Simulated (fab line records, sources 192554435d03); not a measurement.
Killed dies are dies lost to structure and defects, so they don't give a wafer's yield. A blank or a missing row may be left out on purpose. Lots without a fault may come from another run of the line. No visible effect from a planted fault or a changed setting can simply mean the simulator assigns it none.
Split-lot study :: flow n5-finfet :: 7 lots, 21 wafers read, on a route of 1938 steps

## ON THE SPLIT
At N5_BEOL_M2_ETCH_70 (etches SOC in N2/H2, target depth 80 nm, overetch 24 nm, time 130 s), the setting source-w was moved away from the recipe's 840 W on 7 of the 21 wafers read, by +8.1% to +17.4%. For the rest of the wafers, this setting stayed at what the recipe calls for.

The reading is taken at the split's own step.

## THE READING
rf-vpp-V, in V, at N5_BEOL_M2_ETCH_70 (etches SOC in N2/H2, target depth 80 nm, overetch 24 nm, time 130 s). Typical for fault-free wafers on this fab line: 524.1 V, with standard deviation 1.9 V.

wafer: L079.2
tool, chamber at the split: rie-diel-01, 3
source-w as run, W: 986
against the recipe: +17.4%
rf-vpp-V, V: 496.2
against lot-mates on the recipe: -27.0

wafer: L079.4
tool, chamber at the split: rie-diel-01, 1
source-w as run, W: 840
against the recipe: recipe
rf-vpp-V, V: 522.1
against lot-mates on the recipe: -

wafer: L079.5
tool, chamber at the split: rie-diel-01, 3
source-w as run, W: 840
against the recipe: recipe
rf-vpp-V, V: 524.2
against lot-mates on the recipe: -

wafer: L083.1
tool, chamber at the split: rie-diel-06, 3
source-w as run, W: 840
against the recipe: recipe
rf-vpp-V, V: 523.9
against lot-mates on the recipe: -

wafer: L083.3
tool, chamber at the split: rie-diel-06, 1
source-w as run, W: 923.7
against the recipe: +10.0%
rf-vpp-V, V: 509.4
against lot-mates on the recipe: -14.5

wafer: L083.5
tool, chamber at the split: rie-diel-06, 3
source-w as run, W: 923.7
against the recipe: +10.0%
rf-vpp-V, V: 509.0
against lot-mates on the recipe: -14.9

wafer: L084.4
tool, chamber at the split: rie-diel-03, 2
source-w as run, W: 840
against the recipe: recipe
rf-vpp-V, V: 523.9
against lot-mates on the recipe: -

wafer: L084.5
tool, chamber at the split: rie-diel-03, 3
source-w as run, W: 840
against the recipe: recipe
rf-vpp-V, V: 521.7
against lot-mates on the recipe: -

wafer: L084.6
tool, chamber at the split: rie-diel-03, 0
source-w as run, W: 840
against the recipe: recipe
rf-vpp-V, V: 523.9
against lot-mates on the recipe: -

wafer: L088.4
tool, chamber at the split: rie-diel-01, 1
source-w as run, W: 908.2
against the recipe: +8.1%
rf-vpp-V, V: 508.4
against lot-mates on the recipe: -14.4

wafer: L088.5
tool, chamber at the split: rie-diel-01, 2
source-w as run, W: 908.2
against the recipe: +8.1%
rf-vpp-V, V: 512.6
against lot-mates on the recipe: -10.2

wafer: L088.6
tool, chamber at the split: rie-diel-01, 3
source-w as run, W: 840
against the recipe: recipe
rf-vpp-V, V: 522.8
against lot-mates on the recipe: -

wafer: L093.2
tool, chamber at the split: rie-diel-01, 1
source-w as run, W: 840
against the recipe: recipe
rf-vpp-V, V: 517.9
against lot-mates on the recipe: -

wafer: L093.5
tool, chamber at the split: rie-diel-01, 2
source-w as run, W: 840
against the recipe: recipe
rf-vpp-V, V: 525.0
against lot-mates on the recipe: -

wafer: L093.6
tool, chamber at the split: rie-diel-01, 1
source-w as run, W: 840
against the recipe: recipe
rf-vpp-V, V: 521.2
against lot-mates on the recipe: -

wafer: L095.2
tool, chamber at the split: rie-diel-06, 2
source-w as run, W: 925
against the recipe: +10.1%
rf-vpp-V, V: 507.0
against lot-mates on the recipe: -19.7

wafer: L095.4
tool, chamber at the split: rie-diel-06, 0
source-w as run, W: 840
against the recipe: recipe
rf-vpp-V, V: 526.7
against lot-mates on the recipe: -

wafer: L095.6
tool, chamber at the split: rie-diel-06, 2
source-w as run, W: 925
against the recipe: +10.1%
rf-vpp-V, V: 507.3
against lot-mates on the recipe: -19.4

wafer: L097.1
tool, chamber at the split: rie-diel-06, 3
source-w as run, W: 840
against the recipe: recipe
rf-vpp-V, V: 523.6
against lot-mates on the recipe: -

wafer: L097.4
tool, chamber at the split: rie-diel-06, 0
source-w as run, W: 840
against the recipe: recipe
rf-vpp-V, V: 526.3
against lot-mates on the recipe: -

wafer: L097.6
tool, chamber at the split: rie-diel-06, 1
source-w as run, W: 840
against the recipe: recipe
rf-vpp-V, V: 525.8
against lot-mates on the recipe: -

THE FIT
A straight line over all 21 wafers: rf-vpp-V changes by -1.55 V for each +1% of source-w; r = -0.97; the points scatter about the line by 2.1 V.
The same after taking each lot's own level away (the mean of its wafers on the recipe; 21 wafers): -1.62 V for each +1%; r = -0.98; scatter 1.9 V.
The reading moves by 28 V for the largest change in source-w, on that fit.
From 521.37 to 526.70 V: that is the span of the lots' own levels, equal to 2.8 times the standard deviation above.
The two slopes agree, so the slope changes little with the lot-to-lot level.
Check: for one of the wafers moved furthest among these (+17.4%), held out of the fit, the line's prediction against its lot-mates is -28.9 V. Against them it came out at -27 V.
Tool readings at the split's step, against how far the setting was moved: rf-vpp-V r = -0.97.

## OTHER SPLITS ON THESE WAFERS
Before the reading, these wafers also passed through other splits. Each is held against what the fit with the lots' levels taken away leaves over:
other split on the same wafers: N5_BEOL_M0_SAQP_SPACER2_ETCHBACK_27 time-s
wafers away from the commonest value: 6
r with rf-vpp-V (lot level and that fit taken away): +0.23

other split on the same wafers: N5_BEOL_M0_ETCH_128 source-w
wafers away from the commonest value: 7
r with rf-vpp-V (lot level and that fit taken away): +0.13

## FILE'S OWN FIT
rf-vpp-V changes by -1.6 V for each +1% of source-w, r = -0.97.
